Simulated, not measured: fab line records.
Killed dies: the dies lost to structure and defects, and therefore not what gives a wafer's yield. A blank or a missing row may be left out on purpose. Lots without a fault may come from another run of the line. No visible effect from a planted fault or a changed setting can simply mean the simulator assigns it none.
fab line records	flow n5-finfet
record: lots: 10	wafers: 27	last-day: 17
route steps=1938 shown BEOL_M2@879 BEOL_M4@1111 PASSIVATION@1936
lots that met no fault: from a run of the same line without faults
start-h: hours from the record's first day to the start of the lot's first wafer shown	wait-h: hours from the lot's prior step to this one	" repeats the value in the row above	L1.1+2: one row covering several wafers at once	- no value, or no start was given	* or withheld: withheld	< > ~ a bound
route shown NAME@n: names a module that has steps shown in the file, with the first one's number in the route	usual: mean/standard deviation of fault-free wafers	same: alike in all rows	chamber/n: place in a boat	sites: readings site by site	_std_site: their standard deviation	_edge_site: inner sites' mean taken away from outer sites' mean	radius-mm: how far each site lies from the wafer's centre	mask NAME#n: copy n	behind: the most recent tool/chamber to have shaped the wafer	hold: reason for holding the lot/hours on hold/outcome of the hold	device: the transistor (n, p or np) that didn't switch	end of line: at the end of the route, the tests of the same wafers	for a step that has no rows: nothing shown but its recipe	killed: dies that structure and defects cost at the first sort, which is not the same as the wafer's yield	map: the dies of a wafer, with x for killed, . for not killed, _ for no die there
set.NAME: setting as actually run; set.NAME@STEP: the setting as run at that earlier step	model.NAME: the simulator's own value behind a step, which no gauge read
a sample of lots followed through the steps of the route, with each step as a table and each wafer as a row
services: from which hour (start-h, from the record's first day; less than 0 if before it) a tool's chamber was out of use, for how many hours, and why
== steps ==
step: N5_BEOL_M2_DESCUM_33
recipe: chemistry: O2	time-s: 7	source-power-w: 50	bias-power-w: 20	pressure-mtorr: 20	rf-frequency-hz: 2.712e+07	temp-c: 40	resist: CAR-EUV	o2-flow-sccm: 225
usual: drypump-motor-current-A: 5.6/0.45	o2-flow-sccm: 225.0/0.73	oes-product-au: 0.78/0.1	rf-vpp-V: 243.5/1.1	showerhead-plenum-p-Torr: 2.11/0.058	throttle-valve-pct: 20.36/0.29
lot.wafer	tool	chamber	start-h	wait-h	drypump-motor-current-A	o2-flow-sccm	oes-product-au	rf-hours-counter-h	rf-vpp-V	showerhead-plenum-p-Torr	throttle-valve-pct
L651.2	rie-diel-05	3	148.04	0.5	5.6	225.7	0.97	1	245.1	2.24	20.27
L651.4	"	1	"	"	5.2	223.9	0.71	240	243.7	2.15	20.71
L655.1	rie-diel-06	2	166.18	0.0	6.1	224.6	0.76	164	244.2	2.17	19.93
L655.5	"	0	"	"	5.7	225.7	0.77	-	242.9	2.07	19.96
L655.6	"	1	"	"	6.1	225.1	0.69	-	244.1	2.08	20.50
L656.1	rie-diel-05	0	177.96	0.0	6.1	225.7	0.74	193	243.5	2.14	20.04
L656.5	"	0	"	"	6.0	225.0	0.75	-	244.2	2.14	20.05
L660.1	rie-diel-06	1	202.00	0.0	6.2	224.8	0.67	234	244.1	2.08	20.50
L660.2	"	0	"	"	5.7	225.0	0.77	140	243.5	2.06	19.99
L660.6	"	2	"	"	6.1	225.5	0.74	-	242.7	2.17	19.94
L661.1	rie-diel-04	0	212.04	0.2	5.9	225.1	0.91	26	241.1	2.05	20.15
L661.5	"	2	"	"	4.8	224.4	0.68	-	244.6	2.15	20.93
L664.1	rie-diel-04	0	223.33	0.2	5.9	224.7	0.89	31	242.6	2.05	20.15
L664.2	"	3	"	"	5.4	223.9	0.92	20	243.1	2.07	20.40
L664.5	"	0	"	"	5.9	224.5	0.89	-	241.7	2.05	20.16
L666.1	rie-diel-06	2	234.51	0.0	6.0	224.1	0.73	187	244.1	2.16	19.96
L666.2	"	3	"	"	5.8	224.4	0.71	213	243.8	2.04	20.42
L666.6	"	0	"	"	5.7	224.1	0.74	-	243.4	2.06	20.00
L667.1	rie-diel-04	0	241.52	0.0	5.9	225.2	0.88	39	242.1	2.04	20.17
L667.2	"	3	"	"	5.4	225.1	0.90	27	242.7	2.07	20.41
L667.3	"	2	"	"	4.8	225.7	1.00	1	243.1	2.15	20.46
L668.1	rie-diel-05	3	253.55	0.9	5.6	225.7	0.87	38	244.2	2.23	20.31
L668.2	"	0	"	"	6.0	224.4	0.72	218	244.2	2.13	20.08
L668.3	"	1	"	"	5.2	224.6	0.94	20	244.1	2.14	20.24
L670.1	rie-diel-05	2	267.40	0.0	6.3	225.2	0.76	128	244.4	2.21	20.55
L670.3	"	0	"	"	6.1	225.8	0.72	222	244.1	2.13	20.10
L670.6	"	2	"	"	6.3	225.4	0.77	-	244.8	2.21	20.55
step: N5_BEOL_M2_TRENCH_ETCH_37
recipe: chemistry: C4F6/O2	target-depth-a: 555.55	target: SiOC	time-s: 29.2	ion-energy-ev: 250	pressure-mtorr: 30	source-w: 355	bias-w: 185	Ar_flow_sccm: 300	C4F6_flow_sccm: 10	O2_flow_sccm: 10
usual: drypump-motor-current-A: 5.7/0.46	oes_f_703_au: 0.82/0.11	oes_o_777_au: 0.82/0.11	oes-product-au: 0.81/0.11	rf-fwd-power-W: 349.4/1.9	rf-vpp-V: 663/28	showerhead-plenum-p-Torr: 2.90/0.068	throttle-valve-pct: 20.80/0.25
lot.wafer	tool	chamber	start-h	wait-h	drypump-motor-current-A	oes_f_703_au	oes_o_777_au	oes-product-au	rf-fwd-power-W	rf-hours-counter-h	rf-vpp-V	showerhead-plenum-p-Torr	throttle-valve-pct
L651.2	rie-diel-04	0	152.06	-	5.9	1.02	1.01	0.99	350.3	1	643	2.80	20.55
L651.4	"	0	"	"	5.9	1.02	1.02	1.00	349.3	-	644	2.80	20.54
L655.1	rie-diel-04	1	175.83	-	5.1	0.74	0.75	0.68	348.3	230	647	2.92	21.24
L655.5	"	1	"	"	5.1	0.74	0.75	0.69	346.8	-	647	2.92	21.20
L655.6	"	0	"	"	5.9	0.97	0.97	0.95	349.1	-	645	2.80	20.56
L656.1	rie-diel-05	2	182.57	-	6.3	0.87	0.90	0.81	348.5	99	616	3.01	20.91
L656.5	"	3	"	"	5.6	0.96	0.96	0.92	350.4	-	623	2.99	20.51
L660.1	rie-diel-05	1	203.65	-	5.2	1.00	1.01	1.02	349.9	2	683	2.92	20.68
L660.2	"	0	"	"	6.1	0.74	0.73	0.74	350.3	202	681	2.92	20.60
L660.6	"	2	"	"	6.3	0.87	0.88	0.82	349.0	-	616	3.01	20.92
L661.1	rie-diel-05	0	216.48	-	6.1	0.74	0.73	0.74	352.2	208	681	2.92	20.60
L661.5	"	1	"	"	5.2	0.97	0.98	0.99	350.4	-	681	2.92	20.70
L664.1	rie-diel-04	0	224.93	-	5.9	0.73	0.75	0.87	286.1	32	713	2.79	20.58
L664.2	"	3	"	"	5.4	0.70	0.72	0.88	283.9	20	733	2.81	20.77
L664.5	"	0	"	"	5.9	0.73	0.74	0.87	286.2	-	712	2.79	20.59
L666.1	rie-diel-04	1	236.33	-	5.1	0.57	0.59	0.64	282.8	254	716	2.91	21.25
L666.2	"	0	"	"	5.9	0.72	0.74	0.86	285.9	37	713	2.78	20.57
L666.6	"	3	"	"	5.4	0.68	0.70	0.86	283.5	-	734	2.81	20.79
L667.1	rie-diel-06	3	243.05	-	5.8	0.72	0.70	0.72	351.2	215	696	2.84	21.17
L667.2	"	0	"	"	5.7	0.70	0.70	0.74	351.7	153	714	2.85	20.71
L667.3	"	2	"	"	6.1	0.76	0.76	0.74	347.9	189	665	2.95	20.47
L668.1	rie-diel-05	3	262.60	-	5.6	0.91	0.90	0.85	350.1	40	621	2.98	20.54
L668.2	"	2	"	"	6.3	0.84	0.86	0.79	348.3	126	617	3.00	20.96
L668.3	"	0	"	"	6.0	0.72	0.72	0.72	348.9	220	682	2.92	20.63
L670.1	rie-diel-06	3	269.56	-	5.8	0.71	0.70	0.72	350.9	220	696	2.83	21.19
L670.3	"	2	"	"	6.1	0.75	0.75	0.73	345.2	200	665	2.94	20.49
L670.6	"	3	"	"	5.8	0.71	0.70	0.72	352.5	-	697	2.83	21.19
step: N5_BEOL_M2_STRIP_97
recipe: chemistry: N2/H2	time-s: 10	power-w: 450	temp-c: 40	pressure-mtorr: 20	rf-frequency-hz: 6e+07	bias-power-w: 7	n2-flow-sccm: 200	h2-flow-sccm: 200
usual: drypump-motor-current-A: 5.7/0.46	oes-product-au: 0.81/0.11	rf-vpp-V: 59.3/0.85	showerhead-plenum-p-Torr: 2.59/0.075	throttle-valve-pct: 23.63/0.29
lot.wafer	tool	chamber	start-h	wait-h	drypump-motor-current-A	oes-product-au	rf-hours-counter-h	rf-vpp-V	showerhead-plenum-p-Torr	throttle-valve-pct
L651.2	rie-diel-04	0	-	-	5.9	1.00	1	58.9	2.52	23.60
L651.4	"	0	"	"	5.9	0.98	-	55.8	2.52	23.59
L655.1	rie-diel-04	1	-	-	5.1	0.67	230	59.2	2.60	23.85
L655.5	"	1	"	"	5.1	0.67	-	58.9	2.60	23.87
L655.6	"	0	"	"	5.9	0.94	-	60.5	2.51	23.61
L656.1	rie-diel-05	2	-	-	6.3	0.81	99	59.7	2.67	23.62
L656.5	"	3	"	"	5.6	0.92	-	58.9	2.73	23.90
L660.1	rie-diel-05	1	-	-	5.2	1.01	2	58.5	2.61	23.46
L660.2	"	0	"	"	6.0	0.73	202	60.4	2.63	23.31
L660.6	"	2	"	"	6.3	0.81	-	59.1	2.67	23.63
L661.1	rie-diel-05	0	-	-	6.1	0.73	208	60.2	2.63	23.31
L661.5	"	1	"	"	5.2	0.99	-	58.6	2.60	23.47
L664.1	rie-diel-04	0	-	-	5.9	0.91	32	59.3	2.50	23.64
L664.2	"	3	"	"	5.4	0.93	20	58.0	2.47	23.08
L664.5	"	0	"	"	5.9	0.90	-	60.0	2.50	23.64
L666.1	rie-diel-04	1	-	-	5.1	0.67	255	59.3	2.59	23.89
L666.2	"	0	"	"	5.9	0.90	37	59.3	2.50	23.66
L666.6	"	3	"	"	5.4	0.91	-	59.0	2.47	23.09
L667.1	rie-diel-06	3	-	-	5.8	0.72	215	59.7	2.51	23.96
L667.2	"	0	"	"	5.7	0.75	153	58.1	2.54	23.51
L667.3	"	2	"	"	6.1	0.74	189	59.4	2.66	23.48
L668.1	rie-diel-05	3	-	-	5.6	0.87	40	59.5	2.72	23.92
L668.2	"	2	"	"	6.3	0.78	126	59.9	2.66	23.66
L668.3	"	0	"	"	6.1	0.73	220	59.0	2.62	23.31
L670.1	rie-diel-06	3	-	-	5.8	0.71	220	58.9	2.51	23.95
L670.3	"	2	"	"	6.1	0.73	200	59.9	2.66	23.50
L670.6	"	3	"	"	5.8	0.71	-	59.7	2.51	23.94
step: N5_BEOL_M2_OCD_MEAS_38
usual: trench-depth-nm: 55.7/1.3
lot.wafer	tool	chamber	start-h	wait-h	trench-depth-nm
L651.2	ocd-01	-	152.21	-	56.6
L651.4	"	-	"	"	56.9
L655.1	ocd-02	-	175.98	-	54.2
L655.5	"	-	"	"	54.2
L655.6	"	-	"	"	56.7
L656.1	ocd-01	-	182.72	-	56.0
L656.5	"	-	"	"	55.8
L660.1	ocd-02	-	203.80	-	56.6
L660.2	"	-	"	"	55.4
L660.6	"	-	"	"	56.4
L661.1	ocd-01	-	216.63	-	55.8
L661.5	"	-	"	"	56.9
L664.1	ocd-02	-	225.08	-	53.5
L664.2	"	-	"	"	52.5
L664.5	"	-	"	"	52.9
L666.1	ocd-01	-	236.48	-	50.3
L666.2	"	-	"	"	53.3
L666.6	"	-	"	"	51.8
L667.1	ocd-01	-	243.20	-	56.7
L667.2	"	-	"	"	53.4
L667.3	"	-	"	"	56.0
L668.1	ocd-01	-	262.75	-	54.4
L668.2	"	-	"	"	55.8
L668.3	"	-	"	"	55.5
L670.1	ocd-01	-	269.71	-	56.7
L670.3	"	-	"	"	56.0
L670.6	"	-	"	"	56.6
step: N5_BEOL_M2_ALD_84
recipe: material: TaN	target-thk-a: *	temp-c: 275	ald-precursor-family: PDMAT	ald-co-reactant: NH3	pressure-torr: 3	carrier-flow-sccm: 1500	pulse-time-s: 2	purge-time-s: 3	co-reactant-purge-time-s: 2	co-reactant-pulse-time-s: 3	ald-cycles: 30	precursor-vessel-temp-c: 75	precursor-vessel-pressure-torr: 26.25	precursor-vessel-carrier-sccm: 1000
usual: heater-power-outer-w: 233/15	heater-power-w: 420/27	precursor-vessel-carrier-sccm: 1000/3
same: co-reactant-purge-time-s: 2
lot.wafer	tool	chamber	start-h	wait-h	heater-power-outer-w	heater-power-w	precursor-vessel-carrier-sccm
L651.2	ald-metal-02	3	152.70	0.0	215	397	1003
L651.4	"	1	"	"	245	459	999
L655.1	ald-metal-01	2	177.16	0.0	202	411	1002
L655.5	"	0	"	"	248	425	993
L655.6	"	3	"	"	226	368	996
L656.1	ald-metal-02	1	183.50	0.0	245	455	1003
L656.5	"	3	"	"	206	382	1000
L660.1	ald-metal-03	2	204.24	0.0	239	420	1003
L660.2	"	3	"	"	234	435	996
L660.6	"	0	"	"	245	431	999
L661.1	ald-metal-01	1	217.13	0.0	251	442	1001
L661.5	"	0	"	"	248	451	995
L664.1	ald-metal-01	2	225.66	0.1	204	402	1002
L664.2	"	3	"	"	219	381	993
L664.5	"	3	"	"	224	374	999
L666.1	ald-metal-02	1	236.89	0.1	247	458	1006
L666.2	"	2	"	"	212	379	1005
L666.6	"	2	"	"	216	382	1003
L667.1	ald-metal-03	3	243.86	0.2	227	430	1002
L667.2	"	1	"	"	239	443	1001
L667.3	"	0	"	"	252	428	1000
L668.1	ald-metal-02	1	263.12	0.1	240	458	1000
L668.2	"	0	"	"	228	388	997
L668.3	"	3	"	"	207	394	997
L670.1	ald-metal-01	0	270.38	0.0	251	449	1004
L670.3	"	2	"	"	208	393	998
L670.6	"	0	"	"	255	445	1001
step: N5_BEOL_M4_RC_MEAS_101
usual: DIBL_N: 37.5/2	DIBL_P: 37.5/2.5	IOFF_N: 0.18/0.042	IOFF_P: 0.24/0.046	ION_N: 677/15	ION_P: 464/9.5	SS_N: 72.0/0.76	SS_P: 73.6/0.79	VT_N: 249/3.5	VT_P: -249/3.2
lot.wafer	tool	chamber	start-h	wait-h	DIBL_N[mV/V]	DIBL_P[mV/V]	IOFF_N[nA/um]	IOFF_P[nA/um]	ION_N[uA/um]	ION_P[uA/um]	SS_N[mV/dec]	SS_P[mV/dec]	VT_N[mV]	VT_P[mV]
L651.2	prober-01	0	173.71	0.2	34.7	34.3	0.14	0.18	698	476	71.2	72.8	254	-251
L651.4	"	0	"	"	38.8	37.2	0.21	0.21	670	459	73.5	73.6	247	-253
L655.1	prober-02	0	202.69	0.0	37.3	36.9	0.17	0.24	678	469	71.4	74.0	249	-249
L655.5	"	0	"	"	39.1	38.0	0.20	0.26	684	472	72.7	74.2	248	-247
L655.6	"	0	"	"	34.8	35.0	0.13	0.23	650	454	71.0	74.0	250	-248
L656.1	prober-02	0	204.86	0.0	36.8	37.1	0.14	0.24	645	448	70.6	73.9	254	-251
L656.5	"	0	"	"	38.7	38.1	0.19	0.25	679	464	71.8	73.3	247	-249
L660.1	prober-01	0	228.21	0.0	37.1	40.3	0.19	0.27	658	446	71.9	74.3	250	-252
L660.2	"	0	"	"	37.0	38.0	0.19	0.20	665	449	73.0	72.5	248	-252
L660.6	"	0	"	"	36.0	37.7	0.15	0.20	654	446	72.2	72.6	254	-255
L661.1	prober-01	0	244.47	0.0	37.6	36.7	0.15	0.21	672	463	70.9	73.2	251	-249
L661.5	"	0	"	"	36.7	34.8	0.16	0.19	681	464	71.4	73.0	250	-248
L664.1	prober-01	0	248.21	0.0	41.2	41.2	0.24	0.31	666	450	72.3	74.2	249	-248
L664.2	"	0	"	"	37.0	36.4	0.16	0.24	676	465	71.5	73.9	248	-248
L664.5	"	0	"	"	40.0	39.8	0.22	0.28	691	476	72.2	73.6	247	-248
L666.1	prober-01	0	266.78	0.0	37.0	37.8	0.19	0.24	702	482	72.2	73.1	250	-248
L666.2	"	0	"	"	34.2	33.9	0.13	0.19	650	451	71.8	72.7	252	-251
L666.6	"	0	"	"	37.5	38.3	0.19	0.25	671	465	72.0	74.7	248	-247
L667.1	prober-01	0	273.67	0.0	40.8	40.6	0.23	0.29	690	470	72.2	74.2	244	-247
L667.2	"	0	"	"	38.5	36.9	0.18	0.24	655	457	71.7	73.8	249	-247
L667.3	"	0	"	"	39.0	38.1	0.19	0.25	664	460	71.6	73.0	249	-247
L668.1	prober-01	0	291.42	0.5	36.3	37.2	0.17	0.24	693	480	70.8	72.9	248	-247
L668.2	"	0	"	"	35.6	35.8	0.15	0.22	665	466	71.5	72.4	248	-248
L668.3	"	0	"	"	40.4	39.2	0.25	0.27	676	461	73.2	73.8	248	-244
L670.1	prober-02	0	294.48	0.0	39.4	38.3	0.23	0.24	708	470	72.3	74.6	244	-249
L670.3	"	0	"	"	37.3	34.9	0.18	0.19	685	465	71.6	72.8	248	-250
L670.6	"	0	"	"	37.4	36.5	0.18	0.20	693	467	72.1	73.8	247	-251
step: N5_PASSIVATION_PROBE_49
usual: defect-limited-yield: 91.8/1.5	killed_at_M0_to_M3: 33/11	killed_at_M4_up: 13/5	killed-at-contacts: 11/5.6	killed-at-front-end: 36/12	killed-at-other: 3.4/2.5	killed-dies: 97/18	killed-open: 64/13	killed-short: 31/6.9	sort_bin_5_function: 4.8/1	sort_bin_6_memory: 3.1/0.64	sort_bin_8_speed: 0.00/0.014	sort-n-pass: 1083/18	sort-yield-pct: 91.8/1.5
same: gross-dies: 1180	killed-at-back-side: 0	sort_bin_4_leakage[%]: 0
lot.wafer	tool	chamber	start-h	wait-h	defect-limited-yield[%]	killed_at_M0_to_M3	killed_at_M4_up	killed-at-contacts	killed-at-front-end	killed-at-other	killed-dies	killed-open	killed-short	sort_bin_5_function[%]	sort_bin_6_memory[%]	sort_bin_8_speed[%]	sort-n-pass	sort-yield-pct[%]
L661.5	prober-01	-	349.23	0.2	93.1	23	17	14	27	1	82	53	25	3.6	2.9	0	1098	93.1
L664.1	prober-02	-	352.65	0.0	89.3	46	14	12	49	5	126	81	42	6.6	4.1	0	1054	89.3
L664.2	prober-02	-	352.70	0.1	85.4	51	12	19	89	1	172	114	57	9.1	4.8	0	1008	85.4
L664.5	prober-02	-	352.85	0.2	90.3	43	16	1	53	1	114	63	47	5.4	3.6	0	1066	90.3
killed by level:class
L661.5 MOL_CONTACT_COAG:geometric-particle:open=11 BEOL_M2:geometric-particle:open=8 DUMMY_GATE:geometric-particle:open=6 BEOL_M0_SAQP:geometric-particle:short=5 BEOL_M4:geometric-particle:open=5 FIN_SAQP:geometric-particle:open=4 BEOL_M8:geometric-particle:open=4 FIN_SAQP:geometric-particle:short=3
L664.1 FIN_SAQP:geometric-particle:open=16 BEOL_M0_SAQP:geometric-particle:open=16 BEOL_M0_SAQP:geometric-particle:short=14 MOL_CONTACT_COAG:geometric-particle:open=10 FIN_SAQP:geometric-particle:short=5 STI_FIN_REVEAL:geometric-particle:open=5 DUMMY_GATE:geometric-particle:open=5 BEOL_M4:geometric-particle:open=5
L664.2 FIN_SAQP:geometric-particle:open=30 FIN_SAQP:geometric-particle:short=16 STI_FIN_REVEAL:geometric-particle:open=14 MOL_CONTACT_COAG:geometric-particle:open=13 BEOL_M0_SAQP:geometric-particle:short=13 GATE_CUT:geometric-particle:open=12 BEOL_M0_SAQP:geometric-particle:open=9 GATE_CUT:geometric-particle:short=7
L664.5 FIN_SAQP:geometric-particle:open=10 FIN_SAQP:geometric-particle:short=10 BEOL_M0_SAQP:geometric-particle:short=10 BEOL_M1:geometric-particle:open=9 BEOL_M3:geometric-particle:open=7 GATE_CUT:geometric-particle:short=5 GATE_CUT:geometric-particle:open=5 BEOL_M2:geometric-particle:open=5
== services ==
tool	chamber	start-h	hours	kind
rie-diel-05	3	131.35	-	clean
rie-diel-05	3	131.35	-	consumable-replace:focus-ring
rie-diel-05	3	131.35	-	consumable-replace:showerhead
rie-diel-05	3	131.35	13.3	scheduled-down
rie-diel-05	3	131.35	13.3	vent-cycle
rie-diel-04	3	148.63	-	clean
rie-diel-04	3	148.63	-	consumable-replace:focus-ring
rie-diel-04	3	148.63	22.8	scheduled-down
rie-diel-04	3	148.63	22.8	vent-cycle
ald-metal-02	2	158.74	5.2	repair
rie-diel-05	1	178.48	-	clean
rie-diel-05	1	178.48	-	consumable-replace:focus-ring
rie-diel-05	1	178.48	18.8	scheduled-down
rie-diel-05	1	178.48	18.8	vent-cycle
ald-metal-02	0	206.22	49.9	repair
rie-diel-06	0	207.22	4.4	repair
rie-diel-04	2	217.90	5.7	repair
rie-diel-04	2	223.62	-	clean
rie-diel-04	2	223.62	-	consumable-replace:focus-ring
rie-diel-04	2	223.62	14.5	scheduled-down
ald-metal-03	-	228.60	6.0	pm
rie-diel-05	0	230.90	5.1	repair
ald-metal-02	-	244.36	2.8	pm
rie-diel-06	3	245.02	16.7	repair
== key ==
first-sign: step: N5_BEOL_M2_TRENCH_ETCH_37	reading: rf-fwd-power-W	direction: down	sigmas: 34	usual: *	struck: *
effect: step: N5_BEOL_M2_TRENCH_ETCH_37	reading: rf-vpp-V	direction: up	sigmas: 2	usual: 663	struck: 720
effect: step: N5_BEOL_M2_OCD_MEAS_38	reading: trench-depth-nm	direction: down	sigmas: 2.5	usual: 55.7	struck: 52.4
met-at N5_BEOL_M2_TRENCH_ETCH_37
struck-lots L664,L666
rows-end L666.1,L666.2,L666.6
not-acting-at N5_BEOL_M2_DESCUM_33,N5_BEOL_M2_STRIP_97,N5_BEOL_M2_ALD_84
onset-between 175.83 224.93
fault: kind: process-parameter-drift	tool: rie-diel-04	chamber: -	onset-h: 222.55	steps: N5_BEOL_M2_TRENCH_ETCH_37	channel: source-w	offset: -63.9	shape: step	acts-in: these-recipes-only	stated: 355
rows-end: these wafers met a further fault down the route, and their rows from its step on are left out
